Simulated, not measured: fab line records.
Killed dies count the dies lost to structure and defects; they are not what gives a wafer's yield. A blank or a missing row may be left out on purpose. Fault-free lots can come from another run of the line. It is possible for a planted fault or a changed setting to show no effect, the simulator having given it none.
Split-lot study ; flow n5-finfet ; on a route of 1938 steps: 7 lots, 21 wafers read

== ABOUT THE SPLIT ==
At N5_SD_EPI_N_EXPOSE_06 (exposes mask SD N BLK, target cd 120 nm), the setting dose-mj was moved away from the recipe's 39.75 on 7 of the 21 wafers read, by -3.1% to +7.0%. This setting was run at the recipe's value on the other wafers.

== FROM THE SPLIT TO THE READING: what the file shows between them, 2 steps ==
- N5_SD_EPI_N_PEB_07: peb time 60 s
- N5_SD_EPI_N_DEVELOP_08: develop time 30 s

== THE READING ==
cd-nm (nm) at N5_SD_EPI_N_CD_MEAS_09, where the cd target is 120 nm. Fault-free wafers of this fab line usually give 120.0 nm, standard deviation 0.81 nm.

wafer;tool, chamber at the split;dose-mj as run;against the recipe;cd-nm, nm;against lot-mates on the recipe
L080.1;arfi-scanner-01, 0;39.75;recipe;119.5;-
L080.4;arfi-scanner-01, 0;39.75;recipe;119.9;-
L080.5;arfi-scanner-01, 0;39.75;recipe;120.0;-
L083.1;arfi-scanner-03, 0;38.51;-3.1%;116.8;-2.2
L083.4;arfi-scanner-03, 0;39.75;recipe;119.1;-
L083.5;arfi-scanner-03, 0;39.75;recipe;118.9;-
L085.3;arfi-scanner-01, 0;39.75;recipe;121.5;-
L085.5;arfi-scanner-01, 0;39.75;recipe;120.1;-
L085.6;arfi-scanner-01, 0;42.37;+6.6%;126.0;+5.2
L087.1;arfi-scanner-03, 0;39.75;recipe;119.8;-
L087.2;arfi-scanner-03, 0;42.55;+7.0%;123.6;+3.8
L087.6;arfi-scanner-03, 0;42.55;+7.0%;123.7;+3.9
L088.1;arfi-scanner-03, 0;39.75;recipe;120.3;-
L088.2;arfi-scanner-03, 0;39.75;recipe;120.9;-
L088.6;arfi-scanner-03, 0;41.71;+4.9%;123.4;+2.8
L095.1;arfi-scanner-02, 0;39.75;recipe;120.0;-
L095.3;arfi-scanner-02, 0;39.75;recipe;121.4;-
L095.4;arfi-scanner-02, 0;39.75;recipe;120.5;-
L096.3;arfi-scanner-03, 0;39.75;recipe;120.4;-
L096.5;arfi-scanner-03, 0;40.97;+3.1%;121.8;+1.4
L096.6;arfi-scanner-03, 0;40.97;+3.1%;122.7;+2.3

FIT RESULTS
A straight line over all 21 wafers: cd-nm changes by +0.663 nm for each +1% of dose-mj; r = +0.91; the points scatter about the line by 0.87 nm.
The same after taking each lot's own level away (the mean of its wafers on the recipe; 21 wafers): +0.62 nm for each +1%; r = +0.96; scatter 0.49 nm.
On that fit, the largest move of dose-mj shifts the reading by 4.4 nm.
The lots' own levels span 119.00 to 120.80 nm, that is 2.2 times the standard deviation above.
Hence the lot-to-lot level has little effect on the slope; both slopes agree.
Check: for one of the wafers moved furthest among these (+7.0%), held out of the fit, the line's prediction against its lot-mates is +4.53 nm. It came out at +3.8 nm against them.

== THE OTHER SPLITS THESE WAFERS WENT THROUGH ==
Note: prior to the reading, these wafers also went through further splits. Each is held against what the fit with the lots' levels taken away leaves over:
other split on the same wafers;wafers away from the commonest value;r with cd-nm (lot level and that fit taken away)
N5_WELL_APT_PEB_06 peb-temp-c;5;-0.20
N5_WELL_APT_DEVELOP_07 develop-time-s;7;+0.04
N5_PMOS_HMC_CHANNEL_EPI_PEB_07 peb-temp-c;8;-0.03
N5_PMOS_HMC_CHANNEL_EPI_ETCH_32 bias-w;7;-0.01
N5_SPACER0_ALD_08 target-thk-a;8;-0.09

== THE WHOLE CHAIN: every reading that the file lists as answering this split, in the file's order ==
step;what it does;reading;change (the file's fit);r (the file's)
N5_SD_EPI_N_CD_MEAS_09;target cd 120 nm;cd-nm;+0.638 nm for each +1% of the setting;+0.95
N5_SD_EPI_N_DESCUM_14;chemistry O2, time 7.9 s;SD_EPI_N.cd-nm (the simulator's own value, which no gauge read);+0.688 nm for each +1% of the setting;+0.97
N5_SD_EPI_N_ETCH_34;etches SiARC in CF4, target depth 45.5 nm, time 75.8 s;SD_EPI_N.cd-nm (the simulator's own value, which no gauge read);+0.725 nm for each +1% of the setting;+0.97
N5_SD_EPI_N_ETCH_45;etches SiOCN in CH3F/O2, target depth 6 nm;SD_EPI_N.cd-nm (the simulator's own value, which no gauge read);+0.653 nm for each +1% of the setting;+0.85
N5_SD_EPI_N_ETCH_16;etches SiO2 in CHF3/O2, target depth 5 nm;SD_EPI_N.cd-nm (the simulator's own value, which no gauge read);+0.656 nm for each +1% of the setting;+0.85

== FILE'S OWN FIT ==
cd-nm changes by +0.638 nm for each +1% of dose-mj, r = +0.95.
